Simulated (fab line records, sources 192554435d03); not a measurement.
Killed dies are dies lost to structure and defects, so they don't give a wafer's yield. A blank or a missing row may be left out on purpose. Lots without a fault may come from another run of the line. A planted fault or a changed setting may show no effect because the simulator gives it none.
A struck lot beside a sound one | flow n5_finfet | 15 steps out of a route of 1938
Sound: wafers L313.2, L313.4, L313.6. Struck: wafer L328.4. (L328.3 of the same lot was not struck and is left out.) The cause comes at the end.
At each step with rows: each side's tool, then ch and its chambers, then its first start. Under that, the readings that differ: sound wafers | struck wafers | difference of the means | sigmas: that difference in standard deviations of wafers without a fault.
alike: readings whose means differ by less than 2 such deviations, and words and numbers that are the same on both sides. not compared: withheld readings, readings that some wafer has no value for, bounds like >300 that may hide the same value, and numbers for which the record gives no deviation and whose values overlap.
The two part at a step that has a row with sigmas, a row that says differs or no value, or rows on one side only. Numbers that don't overlap but have no deviation are shown without sigmas and don't part them. A reading that every wafer of one side lacks parts them only if that side has two wafers or more.

first, 7 steps without rows for these wafers: N5_BEOL_M14_COAT_22 (resist thk 300 nm); N5_BEOL_M14_EBR_24; N5_BEOL_M14_SOFTBAKE_23 (time 60 s); N5_BEOL_M14_EXPOSE_25 (exposes mask M14, target cd 280 nm); N5_BEOL_M14_PEB_26 (peb time 90 s); N5_BEOL_M14_DEVELOP_27 (develop time 45 s); N5_BEOL_M14_HARDBAKE_32 (time 120 s).
N5_BEOL_M14_CD_MEAS_28: target cd 284.4 nm.
  sound on cd_sem-01 ch 0, day 10 15:34; struck on cd_sem-03 ch 0, day 14 13:33
  alike: cd_nm
N5_BEOL_M14_OVL_MEAS_29:
  sound on overlay-01 ch 0, day 10 15:35; struck on overlay-02 ch 0, day 14 13:35
  alike: M14_OVL
N5_BEOL_M14_INSPECT_30: inspects for defects (macro).
  sound on defect_inspect-02, day 10 15:37; struck on defect_inspect-02, day 14 13:36
  alike: raw_defect_count
N5_BEOL_M14_DESCUM_33: chemistry O2, time 7.9 s.
  sound on rie_diel-06 ch 1,2,3, day 10 15:43; struck on rie_diel-06 ch 0, day 14 14:41
  alike: drypump_motor_current_A, oes_product_au, rf_vpp_V, showerhead_plenum_p_Torr, throttle_valve_pct
  not compared: rf_hours_counter_h
N5_BEOL_M14_ETCH_67: etches SiARC in CF4, target depth 143 nm, time 238.3 s.
  sound on rie_diel-06 ch 1,2,3, day 10 15:46; struck on rie_diel-06 ch 0, day 14 14:43
  alike: bias_w, cf4_flow_sccm, drypump_motor_current_A, etch_rf_on_time_s, oes_product_au, rf_vpp_V, showerhead_plenum_p_Torr, throttle_valve_pct
  not compared: rf_hours_counter_h
N5_BEOL_M14_ETCH_68: etches SOC in N2/H2, time 450 s.
  sound on rie_diel-06 ch 1,2,3, day 10 15:54; struck on rie_diel-06 ch 0, day 14 14:52
  reading                                     | sound        | struck | difference | sigmas
  model.SiARC_of_BEOL_M14_COAT_66.thk_nm (nm) | 64.6 65 66.8 | 73.6   | +8.1       |
  alike: bias_w, drypump_motor_current_A, oes_product_au, rf_vpp_V, showerhead_plenum_p_Torr, throttle_valve_pct
  not compared: rf_hours_counter_h
then, 2 steps without rows for these wafers: N5_BEOL_M14_STRIP_69 (strips in N2/H2); N5_PASSIVATION_PROBE_49.

WHERE THEY PART
Nowhere in this record.

WHY: what the simulator had put in
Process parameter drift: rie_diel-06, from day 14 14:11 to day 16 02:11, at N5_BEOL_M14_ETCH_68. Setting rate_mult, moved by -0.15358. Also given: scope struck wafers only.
